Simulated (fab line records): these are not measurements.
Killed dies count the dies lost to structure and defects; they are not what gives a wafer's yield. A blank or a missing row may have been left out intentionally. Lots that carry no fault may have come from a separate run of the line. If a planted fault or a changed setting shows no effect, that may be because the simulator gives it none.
8D (eight disciplines) problem report, filled in by code    flow n5_finfet    the parts of the form that need people (team, actions taken, sign-off) are left out

== 1. WHAT IS WRONG ==
N5_BEOL_M0_SAQP_ETCH_84, run_length_s: mean 159.9 s over 1 wafer from 1 lot; wafers with no fault: 173.4 s, standard deviation 0.38. Measured from the usual mean, that is -36 standard deviations.
The step: etches SOC in N2/H2, target depth 100 nm, overetch 20 nm, time 150 s.
First seen on wafer L119.3, day 10 08:48, on rie_diel-05. The record holds 15 wafers of 5 lots with a number at this step. By rule, "out" or "out of limits" means more than 4 standard deviations away from the usual mean. The rest of the wafers with a number are treated as sound.

== 2. WHAT IT IS, AND WHAT IT ISN'T ==
question                     is                 is not
which readings at this step  run_length_s       drypump_motor_current_A, oes_product_au, rf_vpp_V, showerhead_plenum_p_Torr, throttle_valve_pct
which lots                   L119               L107, L108, L122, L123
which wafers of those lots   L119.3             L119.2, L119.5
read on which tools          rie_diel-05        rie_diel-02, rie_diel-06
when                         from day 10 08:48  up to then (8 sound wafers); but 6 sound wafers of L122, L123 came after

== 3. THE SUSPECTS, EACH WITH WHAT RULES IT OUT ==
Counting: any tool at a process step up to the reading remains a suspect provided it ran every lot that is out. Sound lots after the first of them don't rule it out here, since some wafers of a struck lot are sound.
- rie_diel-05 at N5_BEOL_M0_SAQP_DESCUM_19 (chemistry O2, time 7.9 s): kept. L119, the lot that is out, went through it at day 10 08:43; up to then, the latest sound lot through it was L108 at day 7 19:00.
- rie_diel-05 at N5_BEOL_M0_SAQP_ETCH_83 (etches SiARC in CF4, target depth 39 nm, time 65 s): kept. L119, the lot that is out, went through it at day 10 08:45; up to then, the latest sound lot through it was L108 at day 7 19:02.
- rie_diel-05 at N5_BEOL_M0_SAQP_ETCH_84 (etches SOC in N2/H2, target depth 100 nm, overetch 20 nm, time 150 s): kept. L119, the lot that is out, went through it at day 10 08:48; up to then, the latest sound lot through it was L108 at day 7 19:05. On those wafers its own readings are out: run_length_s.
- Within rie_diel-05 at N5_BEOL_M0_SAQP_DESCUM_19: the wafers that are out ran in chamber 3; their sound lot-mates ran in chamber 1.
- Within rie_diel-05 at N5_BEOL_M0_SAQP_ETCH_83: the wafers that are out ran in chamber 3; their sound lot-mates ran in chamber 1.
- Within rie_diel-05 at N5_BEOL_M0_SAQP_ETCH_84: the wafers that are out ran in chamber 3; their sound lot-mates ran in chamber 1.
The count leaves rie_diel-05 at N5_BEOL_M0_SAQP_DESCUM_19, rie_diel-05 at N5_BEOL_M0_SAQP_ETCH_83, and rie_diel-05 at N5_BEOL_M0_SAQP_ETCH_84.

== 4. THE CAUSE (what the simulator had put in) ==
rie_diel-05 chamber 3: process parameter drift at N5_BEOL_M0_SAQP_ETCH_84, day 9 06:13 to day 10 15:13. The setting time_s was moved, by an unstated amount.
3 suspects survive the count, and this tool is in that group.

== 5. THE CHAIN OF EFFECTS, in route order ==
Each row: a reading whose mean over the struck wafers that have a number lies more than 3 standard deviations from the usual. Scope: only readings with a usual standard deviation given in the record; hours: median across lots of the time from each lot's start at the first step in this table that gives one to its start at this step; sigmas: change in usual standard deviations.
hours  step                     reading       usual    on struck wafers  change  sigmas
0      N5_BEOL_M0_SAQP_ETCH_84  run_length_s  173.4 s  159.9             -13.5   -36
The process steps in it:
- N5_BEOL_M0_SAQP_ETCH_84: etches SOC in N2/H2, target depth 100 nm, overetch 20 nm, time 150 s.
At these later measuring or inspecting steps, every struck wafer for which the step has a row has a number for every such reading, and none has moved that far: N5_BEOL_M4_RC_MEAS_101.

== 6. HOW IT WOULD HAVE BEEN CAUGHT EARLIER ==
First out-of-limits reading in this record: day 10 08:48, which is 27 hours after fault onset at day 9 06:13.
